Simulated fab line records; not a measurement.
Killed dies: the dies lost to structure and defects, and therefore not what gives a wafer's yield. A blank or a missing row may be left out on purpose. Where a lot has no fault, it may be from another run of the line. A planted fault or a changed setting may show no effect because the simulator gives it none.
A lot that was struck, set against a sound lot || flow n5Finfet || 16 out of 1938 route steps
Sound: these wafers, L162.2, L162.3, L162.4. Struck: wafer L175.3 (left out: L175.4, a lot-mate that was not struck); the cause follows at the end.
Each step with rows lists, per side, the tool, then ch with its chambers, then its first start. Under that, the readings that differ: sound wafers || struck wafers || difference of the means || sigmas: that difference in standard deviations of wafers without a fault.
alike: same words and numbers on both sides, and readings whose means sit less than 2 such deviations apart. not compared: any withheld reading, any reading some wafer has no value for, any bound like >300 that may hide the same value, and any number with overlapping values for which the record gives no deviation.
A row with sigmas, a row that says differs or no value, or rows on one side alone: a step with any of these is where the two part. When numbers do not overlap yet have no deviation, they are printed without sigmas and do not part them. Lack of a reading on every wafer of one side parts them only where that side has two or more wafers.

N5_FIN_SAQP_HM_DEP_72: deposits SiO2 from SiH4/N2O, target thk 12 nm, time 7.2 s.
  sound on pecvd-01 ch 0,1,2, day 2 02:49; struck on pecvd-03 ch 0, day 5 08:53
  alike: heaterPowerW, showerheadPlenumPTorr
then, 8 steps without rows for these wafers: N5_FIN_SAQP_COAT_49 (time 60 s, resist thk 100 nm); N5_FIN_SAQP_COAT_50 (time 60 s, resist thk 35 nm); N5_FIN_SAQP_COAT_10 (resist thk 90 nm); N5_FIN_SAQP_EBR_12; N5_FIN_SAQP_SOFTBAKE_11 (time 60 s); N5_FIN_SAQP_EXPOSE_13 (exposes mask FIN CORE, target cd 35.6 nm); N5_FIN_SAQP_PEB_14 (peb time 60 s); N5_FIN_SAQP_DEVELOP_15 (develop time 30 s).
N5_FIN_SAQP_CD_MEAS_16 targets a cd of 35.6 nm.
  sound on cdSem-03 ch 0, day 2 03:08; struck on cdSem-01 ch 0, day 5 09:20
{"reading": "cdNm (nm)", "sound": "35.91 35.61 35.58", "struck": 35.04, "difference": -0.66, "sigmas": -3}
N5_FIN_SAQP_OVL_MEAS_17:
  sound on overlay-01 ch 0, day 2 03:10; struck on overlay-02 ch 0, day 5 09:22
  alike: FIN_CORE_OVL
N5_FIN_SAQP_INSPECT_18: inspects for defects (brightfield).
  sound on defectInspect-01 at day 2 03:12; struck on defectInspect-01 at day 5 09:23
  alike: rawDefectCount
N5_FIN_SAQP_DESCUM_21: chemistry O2, time 7.9 s.
  sound on rieDiel-01 ch 0,1,3, day 2 03:14; struck on rieDiel-01 ch 1, day 5 09:26
{"reading": "rfHoursCounterH (h)", "sound": "178 74 47", "struck": 205, "difference": "+105", "sigmas": ""}
{"reading": "model.CAR-ArF_of_FIN_SAQP_COAT_10.thkNm (nm)", "sound": "83.14 83.21 83.22", "struck": 83.71, "difference": "+0.52", "sigmas": ""}
  alike: drypumpMotorCurrentA, o2FlowSccm, oesProductAu, rfVppV, showerheadPlenumPTorr, throttleValvePct
N5_FIN_SAQP_ETCH_51: etches SiARC in CF4, target depth 45.5 nm, time 75.8 s.
  sound on rieDiel-01 ch 0,1,3, day 2 03:16; struck on rieDiel-01 ch 1, day 5 09:28
{"reading": "rfHoursCounterH (h)", "sound": "178 74 47", "struck": 205, "difference": "+105", "sigmas": ""}
{"reading": "model.CAR-ArF_of_FIN_SAQP_COAT_10.thkNm (nm)", "sound": "50.64 50.67 50.71", "struck": 51.19, "difference": "+0.52", "sigmas": ""}
  alike: drypumpMotorCurrentA, etchRfOnTimeS, oesProductAu, rfVppV, showerheadPlenumPTorr, throttleValvePct
N5_FIN_SAQP_ETCH_52: etches SOC in N2/H2, target depth 100 nm, overetch 20 nm, time 150 s.
  sound on rieDiel-01 ch 0,1,3, day 2 03:19; struck on rieDiel-01 ch 1, day 5 09:31
{"reading": "rfHoursCounterH (h)", "sound": "178 74 47", "struck": 205, "difference": "+105", "sigmas": ""}
  alike: drypumpMotorCurrentA, oesProductAu, rfVppV, showerheadPlenumPTorr, throttleValvePct
-- record jumps: 7 days separate the struck wafers' starts on either side; left off in module FIN_SAQP, taken up again in module BEOL_M4, whose first shown step is the route's number 1111 --
N5_BEOL_M4_RC_MEAS_101:
  sound on prober-01 ch 0, day 9 01:17; struck on prober-02 ch 0, day 12 07:04
  alike: DIBL_N, DIBL_P, IOFF_N, IOFF_P, ION_N, ION_P, SS_N, SS_P, VT_N, VT_P

== WHERE THEY PART ==
Within this record, at N5_FIN_SAQP_CD_MEAS_16 only. Later steps at which nothing parts them and some readings are alike: N5_FIN_SAQP_OVL_MEAS_17, N5_FIN_SAQP_INSPECT_18, N5_FIN_SAQP_DESCUM_21, N5_FIN_SAQP_ETCH_51, N5_FIN_SAQP_ETCH_52, N5_BEOL_M4_RC_MEAS_101.

WHY: what had been put in by the simulator
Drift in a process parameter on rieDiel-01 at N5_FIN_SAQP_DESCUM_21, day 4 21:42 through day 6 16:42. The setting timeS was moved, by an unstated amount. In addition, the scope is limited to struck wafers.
